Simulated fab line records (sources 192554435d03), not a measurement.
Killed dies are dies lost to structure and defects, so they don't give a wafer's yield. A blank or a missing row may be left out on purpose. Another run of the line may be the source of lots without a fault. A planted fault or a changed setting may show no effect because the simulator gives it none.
Matching of chambers + flow n5-finfet + 4 sister chambers for N5_BEOL_M5_ETCH_75 on rie-diel-03
The step etches underlayer in N2/H2, target depth 6.5 nm, time 5.2 s. 4 wafers are shown with their chamber, then 8 later ones without.

== WAFERS PAIRED WITH THEIR CHAMBERS ==
| wafer  | chamber | showerhead-plenum-p-Torr (Torr) |
|--------|---------|---------------------------------|
| L084.2 | 1       | 2.59                            |
| L089.5 | 3       | 2.45                            |
| L089.6 | 2       | 2.43                            |
| L092.1 | 0       | 2.41                            |

== WAFERS WHOSE CHAMBER IS MISSING ==
| wafer  | showerhead-plenum-p-Torr (Torr) |
|--------|---------------------------------|
| L092.2 | 2.58                            |
| L092.4 | 2.42                            |
| L097.1 | 2.41                            |
| L097.2 | 2.44                            |
| L097.3 | 2.42                            |
| L097.4 | 2.58                            |
| L097.5 | 2.58                            |
| L097.6 | 2.42                            |

== WHICH CHAMBER EACH WENT THROUGH ==
| wafer  | from the rows above     | in truth |
|--------|-------------------------|----------|
| L092.2 | 1                       | 1        |
| L092.4 | can't be placed: 0 or 2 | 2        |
| L097.1 | 0                       | 0        |
| L097.2 | can't be placed: 2 or 3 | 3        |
| L097.3 | can't be placed: 0 or 2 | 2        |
| L097.4 | 1                       | 1        |
| L097.5 | 1                       | 1        |
| L097.6 | can't be placed: 0 or 2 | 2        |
Placed correctly: 4 of 8. Not placeable from these rows: 4 (in 4, the candidates include the true chamber). Placed wrongly: 0.
How it was worked out, from the rows above alone: a wafer's distance from a chamber is the root of the sum, over the readings, of the square of ((its reading less the chamber's mean) divided by the reading's scatter). If the next closest chamber is less than 2 further off than the closest, the wafer can't be placed; otherwise it belongs to the closest. Each chamber's mean is taken over the wafers shown for it. The scatter: with one shown wafer a chamber, the root of the mean of the squares of how far each hidden wafer lies from its nearest shown one.
